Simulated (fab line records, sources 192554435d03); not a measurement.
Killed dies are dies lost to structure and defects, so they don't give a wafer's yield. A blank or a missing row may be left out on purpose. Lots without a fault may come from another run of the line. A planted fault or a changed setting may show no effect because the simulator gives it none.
A struck lot beside a sound one | flow n5_finfet | 23 steps out of a route of 1938
Sound: wafers L317.3, L317.4, L317.6. Struck: wafers L319.1, L319.2, L319.3. The cause comes at the end.
At each step with rows: each side's tool, then ch and its chambers, then its first start. Under that, the readings that differ: sound wafers | struck wafers | difference of the means | sigmas: that difference in standard deviations of wafers without a fault.
alike: readings whose means differ by less than 2 such deviations, and words and numbers that are the same on both sides. not compared: withheld readings, readings that some wafer has no value for, bounds like >300 that may hide the same value, and numbers for which the record gives no deviation and whose values overlap.
The two part at a step that has a row with sigmas, a row that says differs or no value, or rows on one side only. Numbers that don't overlap but have no deviation are shown without sigmas and don't part them. A reading that every wafer of one side lacks parts them only if that side has two wafers or more.

first, 8 steps without rows for these wafers: N5_BEOL_M8_ANNEAL_51 (time 90 s); N5_BEOL_M8_CMP_52 (polishes, stops on SiCOH lowk, t overpolish 6.9 s, target thk 80 nm); N5_BEOL_M8_PRE_CLEAN_55 (time 15 s); N5_BEOL_M8_DEP_56 (deposits SiCN from 3MS/NH3, target thk 10 nm, time 17.5 s); N5_BEOL_M9_ILD_DEP_00 (deposits SiCOH lowk from DEMS/porogen, target thk 308.51 nm, time 58 s); N5_BEOL_M9_CURE_71 (cures SiCOH lowk, time 240 s); N5_BEOL_M9_PECVD_70 (deposits SiO2 from TEOS/O2, target thk 20 nm, time 22.7 s); N5_BEOL_M9_HM_DEP_02 (deposits TiN, target thk 20 nm).
N5_BEOL_M9_COAT_59: time 60 s, resist thk 100 nm.
  sound on litho_track-03 ch 0, day 10 11:17; struck on litho_track-03 ch 0, day 11 07:59
  reading                                  | sound                | struck               | difference | sigmas
  spin_speed_rpm (rpm)                     | 1499.1 1499.4 1500.8 | 1809.1 1810.7 1807.8 | +309.4     | +99 or more
  model.SOC_of_BEOL_M9_COAT_59.thk_nm (nm) | 100.4 100 100        | 90.8 91 90.6         | -9.3       |
then, 9 steps without rows for these wafers: N5_BEOL_M9_COAT_60 (time 60 s, resist thk 30 nm); N5_BEOL_M9_COAT_05 (resist thk 90 nm); N5_BEOL_M9_EBR_07; N5_BEOL_M9_SOFTBAKE_06 (time 60 s); N5_BEOL_M9_EXPOSE_08 (exposes mask M9); N5_BEOL_M9_PEB_09 (peb time 60 s); N5_BEOL_M9_DEVELOP_10 (develop time 30 s); N5_BEOL_M9_DESCUM_16 (chemistry O2, time 7.9 s); N5_BEOL_M9_ETCH_61 (etches SiARC in CF4, target depth 39 nm, time 65 s).
N5_BEOL_M9_ETCH_62: etches SOC in N2/H2, target depth 110 nm, overetch 22 nm, time 165 s.
  sound on rie_diel-04 ch 0,2,3, day 10 12:23; struck on rie_diel-04 ch 1,2,3, day 11 08:31
  reading                  | sound           | struck         | difference | sigmas
  model.etch.depth_nm (nm) | 100.5 100 100.1 | 90.71 91 90.63 | -9.42      |
  alike: drypump_motor_current_A, oes_product_au, rf_vpp_V, showerhead_plenum_p_Torr, throttle_valve_pct
  not compared: rf_hours_counter_h
then, 2 steps without rows for these wafers: N5_BEOL_M9_STRIP_68 (strips in N2/H2); N5_BEOL_M9_STRIP_67 (strips in CF4).
N5_BEOL_M9_HM_OPEN_17: chemistry Cl2/BCl3, target TiN, target depth 20 nm, overetch 6 nm.
  sound on rie_metal-02 ch 0,1, day 10 12:37; struck on rie_metal-03 ch 0,1, day 11 08:42
  reading                                  | sound          | struck         | difference | sigmas
  drypump_motor_current_A (A)              | 5.46 5.64 5.45 | 6.03 6.03 6.01 | +0.51      | +2
  model.SOC_of_BEOL_M9_COAT_59.thk_nm (nm) | 92.6 92 92.2   | 82.8 82.8 82.8 | -9.5       |
  alike: bcl3_flow_sccm, oes_product_au, throttle_valve_pct
  not compared: rf_hours_counter_h
then, 1 step without rows for these wafers: N5_BEOL_M9_STRIP_19 (strips in O2).

WHERE THEY PART
First at N5_BEOL_M9_COAT_59; last, within this record, at N5_BEOL_M9_HM_OPEN_17.

WHY: what the simulator had put in
Process parameter drift: litho_track-03, from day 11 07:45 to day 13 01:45, at N5_BEOL_M9_COAT_59. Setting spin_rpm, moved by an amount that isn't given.
